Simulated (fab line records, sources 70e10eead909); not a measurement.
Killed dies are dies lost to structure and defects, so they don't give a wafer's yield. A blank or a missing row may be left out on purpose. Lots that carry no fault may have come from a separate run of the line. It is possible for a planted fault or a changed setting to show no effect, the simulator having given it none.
The tool behind it: which one? -- flow nand harc -- 12 lots, 36 wafers sampled, at 2 steps of a route of 1302

WHAT THE GAUGES SHOWED, per wafer
NHARC_A_M0_INSPECT_27.
lot,measured,on,raw defect count
L076,day 23 16:06,defect inspect-01,422 485 885
L078,day 25 00:40,defect inspect-02,779 675 687
L080,day 25 21:30,defect inspect-01,472 369 554
L081,day 26 01:03,defect inspect-01,376 364 406
L086,day 27 04:53,defect inspect-02,502 412 483
L083,day 27 09:53,defect inspect-01,661 556 668
L087,day 28 11:25,defect inspect-02,408 461 530
L088,day 29 00:07,defect inspect-02,380 406 414
L090,day 30 06:49,defect inspect-01,497 518 543
L093,day 31 05:59,defect inspect-02,401 527 476
L095,day 32 10:05,defect inspect-01,385 327 358
L097,day 33 02:35,defect inspect-02,492 450 509

WHAT TOOL EACH LOT RAN ON (gives the tool, then ch and the chambers of the sampled wafers, and finally the start)
lot,NHARC_A_M0_ETCH_15
L076,"rie diel-10 ch 0,1,3, day 23 16:06 or earlier"
L078,"rie diel-13 ch 0,1,3, day 25 00:40 or earlier"
L080,"rie diel-06 ch 0,1,3, day 25 21:30 or earlier"
L081,"rie diel-13 ch 1,2,3, day 26 01:03 or earlier"
L086,"rie diel-10 ch 0,2,3, day 27 04:53 or earlier"
L083,"rie diel-10 ch 1,2,3, day 27 09:53 or earlier"
L087,"rie diel-06 ch 0,2, day 28 11:25 or earlier"
L088,"rie diel-13 ch 0,1, day 29 00:07 or earlier"
L090,"rie diel-06 ch 0,3, day 30 06:49 or earlier"
L093,"rie diel-06 ch 0,1,2, day 31 05:59 or earlier"
L095,"rie diel-10 ch 0,2,3, day 32 10:05 or earlier"
L097,"rie diel-10 ch 1,2, day 33 02:35 or earlier"
- NHARC_A_M0_ETCH_15: etches the open film in C4F8/Ar, target depth 150 nm, overetch 15 nm, time 82.5 s.

THE ANSWER, worked out from the rows above alone
Rule: usual is defined by the lots themselves. The widest of any qualifying gaps counts: lots, ordered by their means at a reading, are off when they make up no more than a third of the lots, leave a main group of 4 or more, and stand apart from it by 3 or more times the standard deviation of that group's means. Not used: any main group whose means are identical at the precision the tables above print for the reading. Also off: a lot with no number at a reading for which 4 or more lots have one. All remaining lots with rows at the step are treated as sound.
No lot is off at any reading shown: from this, nothing can be told.

WHAT HAD BEEN PUT IN BY THE SIMULATOR
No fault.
